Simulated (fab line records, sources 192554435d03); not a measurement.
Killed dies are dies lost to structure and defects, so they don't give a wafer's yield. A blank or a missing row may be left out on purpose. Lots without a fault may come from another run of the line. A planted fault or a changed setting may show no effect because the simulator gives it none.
Split-lot experiment | flow n5_finfet | 7 lots, 21 wafers read, on a route of 1938 steps

THE SPLIT
At N5_DUMMY_GATE_EXPOSE_12 (exposes mask GATE, target cd 25 nm), the setting dose_mj was moved away from the recipe's 34 on 4 of the 21 wafers read, by -6.3% to +4.8%. The other wafers ran this setting at the recipe's value.

FROM THE SPLIT TO THE READING: what the file shows between them, 2 steps
- N5_DUMMY_GATE_PEB_13: peb time 60 s
- N5_DUMMY_GATE_DEVELOP_14: develop time 30 s

THE READING
cd_nm, in nm, at N5_DUMMY_GATE_CD_MEAS_15 (target cd 25.8 nm). Fault-free wafers of this fab line usually give 25.03 nm, standard deviation 0.25 nm.

wafer  | tool, chamber at the split | dose_mj as run | against the recipe | cd_nm, nm | against lot-mates on the recipe
L074.1 | euv_scanner-02, 0          | 34             | recipe             | 25.23     | -
L074.2 | euv_scanner-02, 0          | 34             | recipe             | 24.99     | -
L074.4 | euv_scanner-02, 0          | 34             | recipe             | 25.29     | -
L075.3 | euv_scanner-01, 0          | 34             | recipe             | 24.65     | -
L075.4 | euv_scanner-01, 0          | 34             | recipe             | 24.98     | -
L075.5 | euv_scanner-01, 0          | 34             | recipe             | 24.98     | -
L076.1 | euv_scanner-01, 0          | 34             | recipe             | 24.67     | -
L076.4 | euv_scanner-01, 0          | 34             | recipe             | 25.00     | -
L076.5 | euv_scanner-01, 0          | 31.86          | -6.3%              | 26.15     | +1.31
L077.1 | euv_scanner-01, 0          | 34             | recipe             | 24.74     | -
L077.3 | euv_scanner-01, 0          | 34             | recipe             | 24.83     | -
L077.6 | euv_scanner-01, 0          | 34             | recipe             | 25.04     | -
L080.4 | euv_scanner-02, 0          | 34             | recipe             | 24.91     | -
L080.5 | euv_scanner-02, 0          | 32.07          | -5.7%              | 26.46     | +1.57
L080.6 | euv_scanner-02, 0          | 34             | recipe             | 24.88     | -
L083.1 | euv_scanner-01, 0          | 34             | recipe             | 25.24     | -
L083.2 | euv_scanner-01, 0          | 32.76          | -3.6%              | 25.85     | +0.59
L083.6 | euv_scanner-01, 0          | 34             | recipe             | 25.29     | -
L090.4 | euv_scanner-01, 0          | 34             | recipe             | 24.95     | -
L090.5 | euv_scanner-01, 0          | 34             | recipe             | 25.32     | -
L090.6 | euv_scanner-01, 0          | 35.63          | +4.8%              | 24.38     | -0.75

THE FIT
A straight line over all 21 wafers: cd_nm changes by -0.196 nm for each +1% of dose_mj; r = -0.90; the points scatter about the line by 0.22 nm.
The same after taking each lot's own level away (the mean of its wafers on the recipe; 21 wafers): -0.21 nm for each +1%; r = -0.95; scatter 0.17 nm.
On that fit, the largest move of dose_mj shifts the reading by 1.3 nm.
The lots' own levels span 24.835 to 25.265 nm, that is 1.7 times the standard deviation above.
So the lot-to-lot level changes the slope little: the two slopes agree.
Check: with one of the wafers moved furthest among these (-6.3%) left out of the fit, the line predicts +1.36 nm for it against its lot-mates. It came out at +1.31 nm against them.

OTHER SPLITS ON THESE WAFERS
These wafers also went through other splits before the reading. Each is held against what the fit with the lots' levels taken away leaves over:
other split on the same wafers | wafers away from the commonest value | r with cd_nm (lot level and that fit taken away)
N5_WELL_APT_COAT_02 spin_rpm   | 6                                    | -0.30
N5_FIN_CUT_COAT_18 spin_rpm    | 9                                    | -0.07
N5_FIN_CUT_EXPOSE_05 dose_mj   | 10                                   | +0.30

THE WHOLE CHAIN: every reading that the file lists as answering this split, in the file's order
step                     | what it does                             | reading                                                           | change (the file's fit)               | r (the file's)
N5_DUMMY_GATE_CD_MEAS_15 | target cd 25.8 nm                        | cd_nm                                                             | -0.212 nm for each +1% of the setting | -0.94
N5_DUMMY_GATE_TRIM_49    | chemistry O2, time 29 s, target cd 14 nm | DUMMY_GATE.cd_nm (the simulator's own value, which no gauge read) | -0.233 nm for each +1% of the setting | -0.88

THE FILE'S OWN FIT
cd_nm changes by -0.212 nm for each +1% of dose_mj, r = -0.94.
